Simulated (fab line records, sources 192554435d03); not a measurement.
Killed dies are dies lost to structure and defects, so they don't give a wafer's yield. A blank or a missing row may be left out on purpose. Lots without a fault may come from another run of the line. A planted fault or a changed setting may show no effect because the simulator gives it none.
fab line records | flow n5_finfet
record lots=7 wafers=21
route steps=1938 shown BEOL_M13@1659 BEOL_M14@1753 PASSIVATION@1921
start_h: hours from the record's first day to the start of the lot's first wafer shown | wait_h: hours since the lot's step before | " the same as in the row above | L1.1+2: a row that stands for several wafers | - no value, or no start given | * or withheld: withheld | < > ~ a bound
route shown NAME@n: a module of which the file shows steps, and the number in the route of the first | usual: mean/standard deviation of fault-free wafers | same: alike in all rows | chamber/n: place in a boat | sites: the reading at each site | _std_site: their standard deviation | _edge_site: outer sites' mean less inner sites' | radius_mm: how far each site lies from the wafer's centre | mask NAME#n: copy n | behind: the tool/chamber that last shaped the wafer | hold: why the lot was held/for how many hours/how that ended | device: the transistor (n, p or np) that didn't switch | end of line: the same wafers' tests at the end of the route | a step without rows: its recipe alone | killed: dies lost to structure and defects at the first sort, not the wafer's yield | map: a wafer's dies, x killed, . not, _ none there
set.NAME: the setting as run; set.NAME@STEP: as run at that earlier step | model.NAME: the simulator's own value behind a step, which no gauge read
lots whose settings were changed on purpose; a table a step, a row a wafer
## steps
# step N5_BEOL_M13_ILD_DEP_00
# recipe material=SiOC target_thk_a=8379.2 temp_c=350 precursor=DEMS/O2 pressure_torr=5 rf_w=500 time_s=166.4
# columns lot.wafer tool chamber start_h wait_h set.time_s model.SiOC_of_BEOL_M13_ILD_DEP_00.thk_nm
L075.1 pecvd-01 2 237.43 0.0 166.4 849.8
L075.3 " 0 " " 166.4 845.2
L075.6 " 0 " " 166.4 858.8
L077.1 pecvd-02 0 247.42 0.0 166.4 838
L077.2 " 1 " " 166.4 836.2
L077.5 " 2 " " 166.4 850
L078.2 pecvd-01 1 264.38 0.0 166.4 837.4
L078.3 " 0 " " 166.4 847
L078.4 " 2 " " 166.4 845.4
L081.2 pecvd-02 1 271.00 0.0 154.1 763.8
L081.3 " 0 " " 166.4 837.8
L081.5 " 1 " " 166.4 833.8
L090.4 pecvd-04 1 329.96 0.1 166.4 843.2
L090.5 " 2 " " 166.4 845.8
L090.6 " 0 " " 166.4 838.4
L091.2 pecvd-02 0 348.09 0.0 166.4 840.8
L091.5 " 0 " " 166.4 850.8
L091.6 " 1 " " 166.4 838
L092.2 pecvd-01 0 354.71 0.0 148.5 749
L092.3 " 0 " " 166.4 844.4
L092.6 " 0 " " 166.4 855.4
# step N5_BEOL_M13_THK_MEAS_01
# recipe reads=SiOC_of_BEOL_M13_ILD_DEP_00
# usual M13_ILD_THK=839/11
# columns lot.wafer tool chamber start_h wait_h set.time_s@BEOL_M13_ILD_DEP_00 M13_ILD_THK[nm]
L075.1 film_metro-01 - 237.58 0.1 166.4 850
L075.3 " - " " 166.4 846
L075.6 " - " " 166.4 858
L077.1 film_metro-01 - 247.57 0.1 166.4 838
L077.2 " - " " 166.4 837
L077.5 " - " " 166.4 850
L078.2 film_metro-02 - 264.53 0.1 166.4 838
L078.3 " - " " 166.4 847
L078.4 " - " " 166.4 846
L081.2 film_metro-01 - 271.15 0.1 154.1 763
L081.3 " - " " 166.4 838
L081.5 " - " " 166.4 833
L090.4 film_metro-01 - 330.06 0.0 166.4 843
L090.5 " - " " 166.4 846
L090.6 " - " " 166.4 839
L091.2 film_metro-01 - 348.24 0.1 166.4 841
L091.5 " - " " 166.4 851
L091.6 " - " " 166.4 838
L092.2 film_metro-02 - 354.92 0.2 148.5 749
L092.3 " - " " 166.4 844
L092.6 " - " " 166.4 855
# step N5_BEOL_M13_COAT_04
# recipe spin_rpm=1625 resist_thk_nm=400
# columns lot.wafer tool chamber start_h wait_h set.spin_rpm model.coat_of_BEOL_M13_COAT_04.thk_nm
L075.1 litho_track-03 0 - - 1625 399.8
L075.3 " 0 " " 1625 399.2
L075.6 " 0 " " 1625 398.8
L077.1 litho_track-04 0 - - 1625 398.6
L077.2 " 0 " " 1625 399
L077.5 " 0 " " 1625 399.6
L078.2 litho_track-03 0 - - 1714 389.2
L078.3 " 0 " " 1625 400.2
L078.4 " 0 " " 1625 400.4
L081.2 litho_track-04 0 - - 1625 398.8
L081.3+5 " 0 " " 1625 399.2
L090.4 litho_track-03 0 - - 1776 383.2
L090.5 " 0 " " 1625 399.2
L090.6 " 0 " " 1776 381.4
L091.2 litho_track-03 0 - - 1625 401.4
L091.5 " 0 " " 1625 400.4
L091.6 " 0 " " 1625 402.4
L092.2 litho_track-02 0 - - 1778 384.4
L092.3 " 0 " " 1625 401
L092.6 " 0 " " 1778 383.6
# step N5_BEOL_M13_EBR_06
# recipe solvent=PGMEA ebr_width_mm=1.5
# step N5_BEOL_M13_SOFTBAKE_05
# recipe temp_c=130 time_s=60
# step N5_BEOL_M13_DESCUM_15
# recipe chemistry=O2 time_s=7.9 source_power_w=50 bias_power_w=20 pressure_mtorr=20 rf_frequency_hz=2.712e+07 temp_c=40 o2_flow_sccm=225
# step N5_BEOL_M13_ETCH_59
# recipe chemistry=N2/H2 target=BARC target_depth_a=890 overetch_a=267 time_s=67.9 ion_energy_ev=200 pressure_mtorr=30 source_w=840 bias_w=150 n2_flow_sccm=200 h2_flow_sccm=200
# step N5_BEOL_M13_VIA_ETCH_16
# recipe chemistry=C4F8/O2/Ar target=SiOC pressure_mtorr=30 source_w=3000 bias_w=700 Ar_flow_sccm=400 C4F8_flow_sccm=15 O2_flow_sccm=8 he_inner_torr=15 he_outer_torr=30 target_depth_a=9217 time_s=withheld ion_energy_ev=250 ends=cleared
# columns lot.wafer tool chamber start_h wait_h set.time_s@BEOL_M13_ILD_DEP_00 model.etch.depth_nm
L075.1 rie_diel-02 1 238.19 0.0 * 849.9
L075.3 " 0 " " * 845.2
L075.6 " 1 " " * 858.8
L077.1 rie_diel-01 1 248.05 0.0 * 838
L077.2 " 0 " " * 836.3
L077.5 " 1 " " * 850
L078.2 rie_diel-02 0 265.14 0.0 * 837.4
L078.3 " 2 " " * 847
L078.4 " 1 " " * 845.3
L081.2 rie_diel-02 2 271.81 0.0 * 763.8
L081.3 " 0 " " * 837.7
L081.5 " 0 " " * 833.7
L090.4 rie_diel-01 0 330.77 0.0 * 843.3
L090.5 " 1 " " * 845.7
L090.6 " 2 " " * 838.4
L091.2 rie_diel-02 1 348.72 0.0 * 840.9
L091.5 " 2 " " * 850.8
L091.6 " 1 " " * 838
L092.2 rie_diel-06 0 355.48 0.0 * 748.9
L092.3 " 3 " " * 844.3
L092.6 " 3 " " * 855.5
# step N5_BEOL_M14_TRENCH_ETCH_34
# recipe chemistry=C4F8/O2/Ar target=SiO2 target_depth_a=5566.5 mask_material=SOC he_inner_torr=15 he_outer_torr=30 time_s=126.9 ion_energy_ev=800 pressure_mtorr=20 source_w=1905 bias_w=2040 Ar_flow_sccm=400 C4F8_flow_sccm=16 O2_flow_sccm=12
# columns lot.wafer tool chamber start_h wait_h set.time_s model.etch.depth_nm
L075.1 rie_diel-05 1 245.48 0.0 126.9 545.1
L075.3 " 3 " " 126.9 572.1
L075.6 " 3 " " 126.9 577.2
L077.1 rie_diel-03 3 255.74 0.0 111.7 480.9
L077.2 " 0 " " 126.9 568.4
L077.5 " 3 " " 111.7 484.4
L078.2 rie_diel-04 3 272.25 0.0 126.9 559.5
L078.3 " 2 " " 126.9 539
L078.4 " 1 " " 126.9 566.9
L081.2 rie_diel-05 1 278.33 0.0 126.9 553.8
L081.3 " 3 " " 126.9 574.8
L081.5 " 1 " " 142.8 616.7
L090.4 rie_diel-03 2 337.53 0.1 126.9 560.8
L090.5 " 0 " " 126.9 566.5
L090.6 " 1 " " 126.9 555.5
L091.2 rie_diel-05 0 357.31 0.0 126.9 568.9
L091.5 " 2 " " 126.9 557.1
L091.6 " 3 " " 126.9 568.7
L092.2 rie_diel-03 3 361.56 0.0 126.9 542
L092.3 " 2 " " 126.9 553.1
L092.6 " 2 " " 143.5 631.8
# step N5_BEOL_M14_STRIP_70
# recipe chemistry=C4F8/O2/Ar resist=SiARC rf_frequency_hz=6e+07
# step N5_BEOL_M14_OCD_MEAS_35
# usual trench_depth_nm=559/10
# columns lot.wafer tool chamber start_h wait_h set.time_s@BEOL_M14_TRENCH_ETCH_34 trench_depth_nm
L075.1 ocd-01 - 245.63 0.0 126.9 545
L075.3 " - " " 126.9 572
L075.6 " - " " 126.9 577
L077.1 ocd-01 - 255.90 0.0 111.7 481
L077.2 " - " " 126.9 569
L077.5 " - " " 111.7 484
L078.2 ocd-02 - 272.42 0.0 126.9 559
L078.3 " - " " 126.9 538
L078.4 " - " " 126.9 567
L081.2 ocd-01 - 278.48 0.0 126.9 554
L081.3 " - " " 126.9 574
L081.5 " - " " 142.8 617
L090.4 ocd-02 - 337.63 0.0 126.9 561
L090.5 " - " " 126.9 566
L090.6 " - " " 126.9 556
L091.2 ocd-02 - 357.47 0.0 126.9 569
L091.5 " - " " 126.9 557
L091.6 " - " " 126.9 568
L092.2 ocd-02 - 361.71 0.0 126.9 542
L092.3 " - " " 126.9 553
L092.6 " - " " 143.5 632
# step N5_BEOL_M14_SPUTTER_43
# recipe material=TaN target_thk_a=150 temp_c=50 bias_v=168.6 power_w=15000 chamber_pressure_pa=0.12 time_s=24.19
# columns lot.wafer tool chamber start_h wait_h set.time_s model.TaN_of_BEOL_M14_SPUTTER_43.thk_nm
L075.1+3+6 pvd_sputter-02 - 247.92 0.0 24.19 15.2
L077.1 pvd_sputter-01 - 257.45 0.0 25.42 15.8
L077.2 " - " " 24.19 14.8
L077.5 " - " " 25.42 15.6
L078.2+4 pvd_sputter-02 - 273.29 0.0 24.19 14.8
L078.3 " - " " 25.97 16.2
L081.2 pvd_sputter-02 - 282.75 0.0 27.28 17
L081.3+5 " - " " 24.19 15
L090.4+6 pvd_sputter-02 - 339.85 0.0 24.19 14.8
L090.5 " - " " 24.19 14.6
L091.2+5 pvd_sputter-03 - 358.26 0.0 24.19 15
L091.6 " - " " 24.19 15.2
L092.2 pvd_sputter-02 - 365.29 0.0 24.19 15
L092.3 " - " " 24.19 14.8
L092.6 " - " " 21.85 13.4
# step N5_BEOL_M14_SPUTTER_44
# recipe material=Ta target_thk_a=150 temp_c=50 bias_v=80 power_w=15000 chamber_pressure_pa=0.07 time_s=24.19
# step N5_BEOL_M14_SPUTTER_45
# recipe material=Cu target_thk_a=1000 temp_c=-20 bias_v=60 power_w=26000 chamber_pressure_pa=0.13 time_s=16.67
# step N5_BEOL_M14_ECD_47
# recipe material=Cu target_thk_a=12480
# step N5_BEOL_M14_ANNEAL_48
# recipe temp_c=225 time_s=90 ambient=N2
# step N5_BEOL_M14_CMP_49
# recipe stop_on=SiO2 t_overpolish_s=5.2 down_force_psi=2 platen_rpm=80 clearing_platen_down_force_psi=2 clearing_platen_rpm=80 post_cmp_clean=cu_alkaline target_thk_nm=560 clearing_platen_pad_velocity_m_s=1.5917 pad_velocity_m_s=1.5917
# columns lot.wafer tool chamber start_h wait_h set.time_s@BEOL_M14_TRENCH_ETCH_34 model.Cu_of_BEOL_M14_ECD_47.thk_nm
L075.1 cmp-01 0 248.76 0.3 126.9 548.4
L075.3 " 1 " " 126.9 574.6
L075.6 " 3 " " 126.9 579.6
L077.1 cmp-02 1 258.36 0.3 111.7 482.4
L077.2 " 3 " " 126.9 571.2
L077.5 " 2 " " 111.7 485.2
L078.3 cmp-02 0 274.33 0.2 126.9 539.4
L078.2 " 2 " " 126.9 560.6
L078.4 " 3 " " 126.9 567
L081.3 cmp-02 3 283.51 0.2 126.9 578.6
L081.2 " 2 " " 126.9 554
L081.5 " 0 " " 142.8 618.4
L090.4 cmp-02 1 340.65 0.2 126.9 563.2
L090.6 " 3 " " 126.9 558.4
L090.5 " 0 " " 126.9 570
L091.2+6 cmp-03 3,0 359.02 0.2 126.9 572.4
L091.5 " 3 " " 126.9 560.4
L092.3 cmp-01 2 366.06 0.2 126.9 554.4
L092.2 " 1 " " 126.9 544.8
L092.6 " 3 " " 143.5 634.8
# step N5_BEOL_M14_THK_MEAS_50
# recipe thk_meas_gauge=xrf reads=Cu_of_BEOL_M14_ECD_47
# usual M14_THK=567/11
# columns lot.wafer tool chamber start_h wait_h set.time_s@BEOL_M14_TRENCH_ETCH_34 M14_THK[nm]
L075.1 film_metro-01 - 248.98 - 126.9 557
L075.3 " - " " 126.9 584
L075.6 " - " " 126.9 588
L077.1 film_metro-02 - 258.65 - 111.7 484
L077.2 " - " " 126.9 574
L077.5 " - " " 111.7 486
L078.2 film_metro-02 - 274.62 - 126.9 566
L078.3 " - " " 126.9 546
L078.4 " - " " 126.9 576
L081.2 film_metro-01 - 283.81 - 126.9 557
L081.3 " - " " 126.9 579
L081.5 " - " " 142.8 623
L090.4 film_metro-02 - 340.87 - 126.9 571
L090.5 " - " " 126.9 579
L090.6 " - " " 126.9 565
L091.2 film_metro-01 - 359.32 - 126.9 575
L091.5 " - " " 126.9 565
L091.6 " - " " 126.9 574
L092.2 film_metro-02 - 366.35 - 126.9 549
L092.3 " - " " 126.9 556
L092.6 " - " " 143.5 643
# step N5_BEOL_M14_PRE_CLEAN_52
# recipe gas=NH3 time_s=15 temp_c=withheld rf_power_w=300
# step N5_BEOL_M14_DEP_53
# recipe material=SiCN target_thk_a=500 temp_c=withheld precursor=3MS/NH3 pressure_torr=3 rf_w=675 time_s=17.8
# step N5_BEOL_M14_RS_MEAS_54
# recipe thk_meas_gauge=four-point-probe reads=Cu_of_BEOL_M14_ECD_47+Ta_of_BEOL_M14_SPUTTER_44+TaN_of_BEOL_M14_SPUTTER_43
# usual M14_RS=0.0330/0.00062
# columns lot.wafer tool chamber start_h wait_h set.time_s@BEOL_M14_TRENCH_ETCH_34 M14_RS[ohm/sq]
L075.1 film_metro-01 - 249.10 0.0 126.9 0.0339
L075.3 " - " " 126.9 0.0323
L075.6 " - " " 126.9 0.0320
L077.1 film_metro-01 - 258.78 0.0 111.7 0.0386
L077.2 " - " " 126.9 0.0324
L077.5 " - " " 111.7 0.0383
L078.2 film_metro-01 - 274.75 0.1 126.9 0.0331
L078.3 " - " " 126.9 0.0344
L078.4 " - " " 126.9 0.0327
L081.2 film_metro-01 - 283.93 0.1 126.9 0.0335
L081.3 " - " " 126.9 0.0320
L081.5 " - " " 142.8 0.0299
L090.4 film_metro-02 - 341.00 0.0 126.9 0.0330
L090.5 " - " " 126.9 0.0326
L090.6 " - " " 126.9 0.0333
L091.2 film_metro-02 - 359.44 0.1 126.9 0.0324
L091.5 " - " " 126.9 0.0331
L091.6 " - " " 126.9 0.0324
L092.2 film_metro-02 - 366.50 0.1 126.9 0.0341
L092.3 " - " " 126.9 0.0334
L092.6 " - " " 143.5 0.0291
# step N5_PASSIVATION_EXPOSE_41
# recipe mask_id=PASS_OPEN na=0.55 defocus_nm=0 source_shape=conventional sigma_outer=0.8 polarization=unpolarized target_cd_nm=40000 dose_mj=57.25
# columns lot.wafer tool chamber start_h wait_h mask set.dose_mj
L075.1+6 krf_scanner-02 0 263.20 - PASS_OPEN#0 53.33
L075.3 " 0 " " PASS_OPEN#0 57.25
L077.1+2 krf_scanner-02 0 274.67 - PASS_OPEN#0 59.66
L077.5 " 0 " " PASS_OPEN#0 57.25
L078.2+3+4 krf_scanner-02 0 290.33 - PASS_OPEN#0 57.25
L081.2+3+5 krf_scanner-02 0 302.52 - PASS_OPEN#0 57.25
L090.4+5+6 krf_scanner-01 0 355.12 - PASS_OPEN#0 57.25
L091.2+5+6 krf_scanner-01 0 379.49 - PASS_OPEN#0 57.25
L092.2+3 krf_scanner-01 0 383.51 - PASS_OPEN#0 57.25
L092.6 " 0 " " PASS_OPEN#0 53.46
# step N5_PASSIVATION_PEB_42
# recipe peb_temp_c=withheld peb_time_s=*
# step N5_PASSIVATION_DEVELOP_43
# recipe develop_time_s=60 rinse_liquid=diw dry=air_spin dev_temp_c=21
# step N5_PASSIVATION_HARDBAKE_45
# recipe temp_c=130 time_s=120
# step N5_PASSIVATION_CD_MEAS_44
# recipe target_cd_nm=40000 landing_energy_ev=500 detector=se_inlens
# usual cd_nm=40000/2.8
# columns lot.wafer tool chamber start_h wait_h set.dose_mj@PASSIVATION_EXPOSE_41 cd_nm
L075.1 cd_sem-01 0 263.37 - 53.33 39972
L075.3 " 0 " " 57.25 40004
L075.6 " 0 " " 53.33 39969
L077.1 cd_sem-02 0 274.85 - 59.66 40013
L077.2 " 0 " " 59.66 40013
L077.5 " 0 " " 57.25 39996
L078.2 cd_sem-02 0 290.51 - 57.25 40003
L078.3 " 0 " " 57.25 40001
L078.4 " 0 " " 57.25 40001
L081.2 cd_sem-01 0 302.70 - 57.25 39999
L081.3 " 0 " " 57.25 39996
L081.5 " 0 " " 57.25 39998
L090.4 cd_sem-01 0 355.28 - 57.25 39999
L090.5 " 0 " " 57.25 40001
L090.6 " 0 " " 57.25 39996
L091.2 cd_sem-02 0 379.67 - 57.25 39999
L091.5 " 0 " " 57.25 40000
L091.6 " 0 " " 57.25 40001
L092.2 cd_sem-01 0 383.69 - 57.25 39997
L092.3 " 0 " " 57.25 39998
L092.6 " 0 " " 53.46 39976
# step N5_PASSIVATION_PASS_ETCH_47
# recipe chemistry=CF4/O2 target=SiNx target_depth_a=7700 time_s=385 ion_energy_ev=100 pressure_mtorr=40 source_w=535 bias_w=49 Ar_flow_sccm=100 cf4_flow_sccm=100 O2_flow_sccm=10
# usual rf_vpp_V=241.2/2.9
# columns lot.wafer tool chamber start_h wait_h set.source_w rf_vpp_V model.etch.depth_nm
L075.1 rie_diel-03 2 263.50 0.0 535 240.5 779
L075.3 " 3 " " 614.4 222.6 855.4
L075.6 " 3 " " 614.4 223.4 849.8
L077.1 rie_diel-05 2 274.98 0.0 535 245.4 781.7
L077.2 " 3 " " 535 238.1 793.3
L077.5 " 2 " " 535 246.1 776.6
L078.2 rie_diel-04 1 290.63 0.0 535 240.2 790
L078.3 " 0 " " 535 244.4 780.3
L078.4 " 3 " " 565.7 234.4 819.5
L081.2 rie_diel-03 1 303.64 0.0 535 236.4 777.9
L081.3 " 2 " " 535 242.3 772.3
L081.5 " 0 " " 535 243.4 782.7
L090.4 rie_diel-04 0 355.55 0.0 535 244.3 786.3
L090.5 " 0 " " 535 244.3 785.8
L090.6 " 1 " " 535 238.9 789.5
L091.2 rie_diel-04 1 380.27 0.0 535 239.1 778.4
L091.5 " 0 " " 535 243.9 773.5
L091.6 " 1 " " 535 237.1 773.9
L092.2 rie_diel-04 1 383.81 0.0 615.6 223.4 888.9
L092.3 " 0 " " 535 244.5 784.7
L092.6 " 1 " " 535 240.2 786.9
## key
split step=N5_BEOL_M13_ILD_DEP_00 setting=time_s stated=166.4 by=wafer
response step=N5_BEOL_M13_ILD_DEP_00 reading=model.SiOC_of_BEOL_M13_ILD_DEP_00.thk_nm change=+9.5 per=1% r=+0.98
response step=N5_BEOL_M13_THK_MEAS_01 reading=M13_ILD_THK change=+9.48 per=1% r=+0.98
response step=N5_BEOL_M13_VIA_ETCH_16 reading=model.etch.depth_nm change=+9.5 per=1% r=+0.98
split step=N5_BEOL_M13_COAT_04 setting=spin_rpm stated=1625 by=wafer
response step=N5_BEOL_M13_COAT_04 reading=model.coat_of_BEOL_M13_COAT_04.thk_nm change=-1.84 per=1% r=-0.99
split step=N5_BEOL_M14_TRENCH_ETCH_34 setting=time_s stated=126.9 by=wafer
response step=N5_BEOL_M14_TRENCH_ETCH_34 reading=model.etch.depth_nm change=+5.91 per=1% r=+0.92
response step=N5_BEOL_M14_OCD_MEAS_35 reading=trench_depth_nm change=+5.92 per=1% r=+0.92
response step=N5_BEOL_M14_CMP_49 reading=model.Cu_of_BEOL_M14_ECD_47.thk_nm change=+5.97 per=1% r=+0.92
response step=N5_BEOL_M14_THK_MEAS_50 reading=M14_THK change=+6.22 per=1% r=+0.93
response step=N5_BEOL_M14_RS_MEAS_54 reading=M14_RS change=-0.000356 per=1% r=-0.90
split step=N5_BEOL_M14_SPUTTER_43 setting=time_s stated=24.19 by=wafer
response step=N5_BEOL_M14_SPUTTER_43 reading=model.TaN_of_BEOL_M14_SPUTTER_43.thk_nm change=+0.163 per=1% r=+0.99
split step=N5_PASSIVATION_EXPOSE_41 setting=dose_mj stated=57.25 by=wafer
response step=N5_PASSIVATION_CD_MEAS_44 reading=cd_nm change=+4.1 per=1% r=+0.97
split step=N5_PASSIVATION_PASS_ETCH_47 setting=source_w stated=535 by=wafer
response step=N5_PASSIVATION_PASS_ETCH_47 reading=rf_vpp_V change=-1.23 per=1% r=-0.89
response step=N5_PASSIVATION_PASS_ETCH_47 reading=model.etch.depth_nm change=+5.92 per=1% r=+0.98
